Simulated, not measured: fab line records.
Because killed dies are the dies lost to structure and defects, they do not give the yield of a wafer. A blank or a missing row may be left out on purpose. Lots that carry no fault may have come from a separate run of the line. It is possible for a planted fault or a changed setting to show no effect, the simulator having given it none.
Chamber matching / flow n5_finfet / N5_BEOL_M1_ETCH_63 on rie_diel-03 has 4 sister chambers
The step etches SiARC in CF4, target depth 15.6 nm, time 26 s. 20 wafers are shown with their chamber, then 10 later ones without.

== WAFERS WITH THEIR CHAMBER ==
wafer=L076.3; chamber=3; drypump_motor_current_A (A)=5.7; showerhead_plenum_p_Torr (Torr)=2.21; etch_rf_on_time_s (s)=27.8
wafer=L076.5; chamber=2; drypump_motor_current_A (A)=6.6; showerhead_plenum_p_Torr (Torr)=2.19; etch_rf_on_time_s (s)=27.5
wafer=L076.6; chamber=3; drypump_motor_current_A (A)=5.7; showerhead_plenum_p_Torr (Torr)=2.21; etch_rf_on_time_s (s)=27.7
wafer=L079.2; chamber=0; drypump_motor_current_A (A)=6.2; showerhead_plenum_p_Torr (Torr)=2.08; etch_rf_on_time_s (s)=26.1
wafer=L079.3; chamber=3; drypump_motor_current_A (A)=5.7; showerhead_plenum_p_Torr (Torr)=2.21; etch_rf_on_time_s (s)=27.6
wafer=L079.6; chamber=3; drypump_motor_current_A (A)=5.7; showerhead_plenum_p_Torr (Torr)=2.21; etch_rf_on_time_s (s)=27.1
wafer=L080.3; chamber=2; drypump_motor_current_A (A)=6.6; showerhead_plenum_p_Torr (Torr)=2.19; etch_rf_on_time_s (s)=26.4
wafer=L080.4; chamber=2; drypump_motor_current_A (A)=6.6; showerhead_plenum_p_Torr (Torr)=2.19; etch_rf_on_time_s (s)=26.6
wafer=L080.6; chamber=3; drypump_motor_current_A (A)=5.7; showerhead_plenum_p_Torr (Torr)=2.21; etch_rf_on_time_s (s)=27.3
wafer=L083.2; chamber=3; drypump_motor_current_A (A)=5.8; showerhead_plenum_p_Torr (Torr)=2.21; etch_rf_on_time_s (s)=27.7
wafer=L083.5; chamber=1; drypump_motor_current_A (A)=5.6; showerhead_plenum_p_Torr (Torr)=2.07; etch_rf_on_time_s (s)=25.5
wafer=L083.6; chamber=3; drypump_motor_current_A (A)=5.7; showerhead_plenum_p_Torr (Torr)=2.21; etch_rf_on_time_s (s)=27.4
wafer=L088.2; chamber=2; drypump_motor_current_A (A)=6.5; showerhead_plenum_p_Torr (Torr)=2.18; etch_rf_on_time_s (s)=26.7
wafer=L088.5; chamber=0; drypump_motor_current_A (A)=6.2; showerhead_plenum_p_Torr (Torr)=2.08; etch_rf_on_time_s (s)=25.9
wafer=L088.6; chamber=3; drypump_motor_current_A (A)=5.7; showerhead_plenum_p_Torr (Torr)=2.20; etch_rf_on_time_s (s)=27.9
wafer=L087.1; chamber=2; drypump_motor_current_A (A)=6.6; showerhead_plenum_p_Torr (Torr)=2.18; etch_rf_on_time_s (s)=26.5
wafer=L087.2; chamber=3; drypump_motor_current_A (A)=5.7; showerhead_plenum_p_Torr (Torr)=2.20; etch_rf_on_time_s (s)=27.6
wafer=L087.4; chamber=1; drypump_motor_current_A (A)=5.6; showerhead_plenum_p_Torr (Torr)=2.06; etch_rf_on_time_s (s)=25.7
wafer=L089.1; chamber=0; drypump_motor_current_A (A)=6.2; showerhead_plenum_p_Torr (Torr)=2.08; etch_rf_on_time_s (s)=26.4
wafer=L089.4; chamber=2; drypump_motor_current_A (A)=6.6; showerhead_plenum_p_Torr (Torr)=2.18; etch_rf_on_time_s (s)=26.9

SIGNATURES (means of the wafers above)
reading=drypump_motor_current_A; chamber 0=6.200; chamber 1=5.600; chamber 2=6.583; chamber 3=5.711; scatter within a chamber=0.0328
reading=showerhead_plenum_p_Torr; chamber 0=2.0800; chamber 1=2.0650; chamber 2=2.1850; chamber 3=2.2078; scatter within a chamber=0.00471
reading=etch_rf_on_time_s; chamber 0=26.133; chamber 1=25.600; chamber 2=26.767; chamber 3=27.567; scatter within a chamber=0.302
Rule: for each reading, subtract the chamber's mean from the wafer's reading, divide by that reading's scatter and square the result; add these up over the readings and take the root, which gives the wafer's distance from the chamber. If the next closest chamber is less than 2 further off than the closest, the wafer can't be placed; otherwise it belongs to the closest. The scatter is the square root of a quotient: the sum, over the shown wafers, of each reading's squared deviation from its chamber's mean, divided by wafers minus chambers.

== WAFERS WITH NO CHAMBER GIVEN ==
wafer=L089.6; drypump_motor_current_A (A)=5.7; showerhead_plenum_p_Torr (Torr)=2.20; etch_rf_on_time_s (s)=27.7
wafer=L091.2; drypump_motor_current_A (A)=6.2; showerhead_plenum_p_Torr (Torr)=2.08; etch_rf_on_time_s (s)=26.2
wafer=L091.4; drypump_motor_current_A (A)=6.6; showerhead_plenum_p_Torr (Torr)=2.18; etch_rf_on_time_s (s)=26.6
wafer=L091.6; drypump_motor_current_A (A)=6.2; showerhead_plenum_p_Torr (Torr)=2.08; etch_rf_on_time_s (s)=26.0
wafer=L093.2; drypump_motor_current_A (A)=5.7; showerhead_plenum_p_Torr (Torr)=2.06; etch_rf_on_time_s (s)=25.7
wafer=L093.3; drypump_motor_current_A (A)=6.2; showerhead_plenum_p_Torr (Torr)=2.08; etch_rf_on_time_s (s)=26.4
wafer=L093.5; drypump_motor_current_A (A)=5.7; showerhead_plenum_p_Torr (Torr)=2.06; etch_rf_on_time_s (s)=25.7
wafer=L095.1; drypump_motor_current_A (A)=6.6; showerhead_plenum_p_Torr (Torr)=2.18; etch_rf_on_time_s (s)=26.7
wafer=L095.2; drypump_motor_current_A (A)=6.2; showerhead_plenum_p_Torr (Torr)=2.08; etch_rf_on_time_s (s)=26.2
wafer=L095.5; drypump_motor_current_A (A)=6.6; showerhead_plenum_p_Torr (Torr)=2.18; etch_rf_on_time_s (s)=26.9

== WHICH CHAMBER EACH ONE RAN IN ==
wafer=L089.6; from the rows above=3; in truth=3
wafer=L091.2; from the rows above=0; in truth=0
wafer=L091.4; from the rows above=2; in truth=2
wafer=L091.6; from the rows above=0; in truth=0
wafer=L093.2; from the rows above=1; in truth=1
wafer=L093.3; from the rows above=0; in truth=0
wafer=L093.5; from the rows above=1; in truth=1
wafer=L095.1; from the rows above=2; in truth=2
wafer=L095.2; from the rows above=0; in truth=0
wafer=L095.5; from the rows above=2; in truth=2
Correctly placed: 10 of 10. Left unplaced by these rows: 0. Placed wrongly: 0.
